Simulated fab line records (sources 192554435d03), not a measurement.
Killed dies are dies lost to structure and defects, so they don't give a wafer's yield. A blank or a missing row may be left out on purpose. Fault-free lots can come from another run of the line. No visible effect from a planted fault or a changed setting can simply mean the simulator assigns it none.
Matching of chambers ; flow n5_finfet ; 4 sister chambers for N5_BEOL_M1_ETCH_64 on rie_diel-05
The step etches SOC in N2/H2, target depth 75 nm, overetch 15 nm, time 112.5 s. 4 wafers are shown with their chamber, then 8 later ones without.

## WAFERS, EACH WITH ITS CHAMBER
wafer;chamber;throttle_valve_pct (%)
L082.4;2;17.93
L091.1;0;18.00
L091.5;1;18.08
L095.3;3;18.31

## WAFERS MISSING THEIR CHAMBER
wafer;throttle_valve_pct (%)
L095.5;18.01
L095.6;18.31
L094.1;18.31
L094.5;18.30
L094.6;17.52
L096.1;18.00
L096.3;17.50
L096.5;18.02

## WHICH CHAMBER EACH WENT THROUGH
wafer;from the rows above;in truth
L095.5;can't be placed: 0 or 1 or 2 or 3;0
L095.6;can't be placed: 3 or 1 or 0 or 2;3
L094.1;can't be placed: 3 or 1 or 0 or 2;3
L094.5;can't be placed: 3 or 1 or 0 or 2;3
L094.6;can't be placed: 2 or 0 or 1 or 3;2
L096.1;can't be placed: 0 or 2 or 1 or 3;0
L096.3;can't be placed: 2 or 0 or 1 or 3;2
L096.5;can't be placed: 0 or 1 or 2 or 3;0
Correctly placed: 0 of 8. From these rows, 8 cannot be placed; in 8 the true chamber is one of the candidates. Number placed wrongly: 0.
How it was worked out, from the rows above alone: a wafer's distance from a chamber is the root of the sum, over the readings, of the square of ((its reading less the chamber's mean) divided by the reading's scatter). If the next closest chamber is less than 2 further off than the closest, the wafer can't be placed; otherwise it belongs to the closest. A chamber's mean is the mean of its shown wafers. The scatter: root of mean squared gap, hidden wafer to nearest shown wafer, with one shown wafer a chamber.
